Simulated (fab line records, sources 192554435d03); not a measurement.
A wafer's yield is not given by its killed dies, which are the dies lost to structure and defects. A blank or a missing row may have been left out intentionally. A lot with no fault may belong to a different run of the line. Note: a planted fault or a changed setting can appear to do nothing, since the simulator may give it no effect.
Chamber matching :: flow n5-finfet :: N5_BEOL_M1_STRIP_19 on rie-diel-05: 4 sister chambers
The step strips in O2. 4 wafers are shown with their chamber, then 9 later ones without.

EACH WAFER AND ITS CHAMBER
wafer: L084.2
chamber: 3
showerhead-plenum-p-Torr (Torr): 2.11

wafer: L084.3
chamber: 0
showerhead-plenum-p-Torr (Torr): 2.20

wafer: L084.5
chamber: 2
showerhead-plenum-p-Torr (Torr): 2.08

wafer: L084.6
chamber: 1
showerhead-plenum-p-Torr (Torr): 2.01

WAFERS MISSING THEIR CHAMBER
wafer: L085.1
showerhead-plenum-p-Torr (Torr): 2.08

wafer: L085.3
showerhead-plenum-p-Torr (Torr): 2.01

wafer: L085.6
showerhead-plenum-p-Torr (Torr): 2.08

wafer: L090.1
showerhead-plenum-p-Torr (Torr): 2.01

wafer: L090.2
showerhead-plenum-p-Torr (Torr): 2.20

wafer: L090.3
showerhead-plenum-p-Torr (Torr): 2.11

wafer: L090.4
showerhead-plenum-p-Torr (Torr): 2.08

wafer: L090.5
showerhead-plenum-p-Torr (Torr): 2.08

wafer: L090.6
showerhead-plenum-p-Torr (Torr): 2.00

CHAMBER TAKEN BY EACH
wafer: L085.1
from the rows above: 2
in truth: 2

wafer: L085.3
from the rows above: 1
in truth: 1

wafer: L085.6
from the rows above: 2
in truth: 2

wafer: L090.1
from the rows above: 1
in truth: 1

wafer: L090.2
from the rows above: 0
in truth: 0

wafer: L090.3
from the rows above: 3
in truth: 3

wafer: L090.4
from the rows above: 2
in truth: 2

wafer: L090.5
from the rows above: 2
in truth: 2

wafer: L090.6
from the rows above: 1
in truth: 1
Correctly placed: 9 of 9. From these rows, 0 cannot be placed. 0 placed wrongly.
How it was worked out, from the rows above alone: a wafer's distance from a chamber is the root of the sum, over the readings, of the square of ((its reading less the chamber's mean) divided by the reading's scatter). The wafer belongs to the nearest chamber; if the next one is less than 2 further off, it can't be placed. A chamber's mean is the mean of its shown wafers. The scatter: with one shown wafer a chamber, the root of the mean of the squares of how far each hidden wafer lies from its nearest shown one.
